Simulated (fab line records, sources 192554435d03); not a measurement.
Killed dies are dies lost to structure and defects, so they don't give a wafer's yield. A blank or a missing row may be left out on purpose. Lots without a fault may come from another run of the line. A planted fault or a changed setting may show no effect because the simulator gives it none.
Chamber matching | flow n5_finfet | N5_BEOL_M7_DEP_56 on pecvd-01: 3 sister chambers
The step deposits SiCN from 3MS/NH3, target thk 10 nm, time 17.5 s. 6 wafers are shown with their chamber, then 12 later ones without.

WAFERS WITH THEIR CHAMBER
wafer  | chamber | showerhead_plenum_p_Torr (Torr) | throttle_valve_pct (%)
L085.5 | 1       | 3.649                           | 9.0
L086.2 | 0       | 3.664                           | 9.7
L086.5 | 0       | 3.661                           | 9.2
L087.2 | 2       | 3.679                           | 8.8
L087.4 | 2       | 3.684                           | 8.9
L087.6 | 1       | 3.655                           | 8.9

WAFERS WITHOUT THEIR CHAMBER
wafer  | showerhead_plenum_p_Torr (Torr) | throttle_valve_pct (%)
L088.1 | 3.662                           | 9.4
L088.5 | 3.654                           | 9.4
L088.6 | 3.633                           | 9.1
L091.4 | 3.665                           | 9.5
L091.5 | 3.682                           | 8.7
L091.6 | 3.643                           | 9.1
L093.1 | 3.636                           | 9.1
L093.3 | 3.655                           | 9.2
L093.4 | 3.657                           | 9.5
L094.1 | 3.664                           | 9.4
L094.3 | 3.639                           | 9.1
L094.6 | 3.684                           | 8.8

WHICH CHAMBER EACH WENT THROUGH
wafer  | from the rows above     | in truth
L088.1 | 0                       | 0
L088.5 | can't be placed: 1 or 0 | 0
L088.6 | 1                       | 1
L091.4 | 0                       | 0
L091.5 | 2                       | 2
L091.6 | 1                       | 1
L093.1 | 1                       | 1
L093.3 | can't be placed: 1 or 0 | 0
L093.4 | can't be placed: 0 or 1 | 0
L094.1 | 0                       | 0
L094.3 | 1                       | 1
L094.6 | 2                       | 2
Placed correctly: 9 of 12. Can't be placed from these rows: 3 (the true chamber is among the candidates in 3). Placed wrongly: 0.
How it was worked out, from the rows above alone: a wafer's distance from a chamber is the root of the sum, over the readings, of the square of ((its reading less the chamber's mean) divided by the reading's scatter). The wafer belongs to the nearest chamber; if the next one is less than 2 further off, it can't be placed. A chamber's mean is the mean of its shown wafers. The scatter: the root of (the sum of the squares of (reading less its chamber's mean) over the shown wafers, divided by (wafers less chambers)).
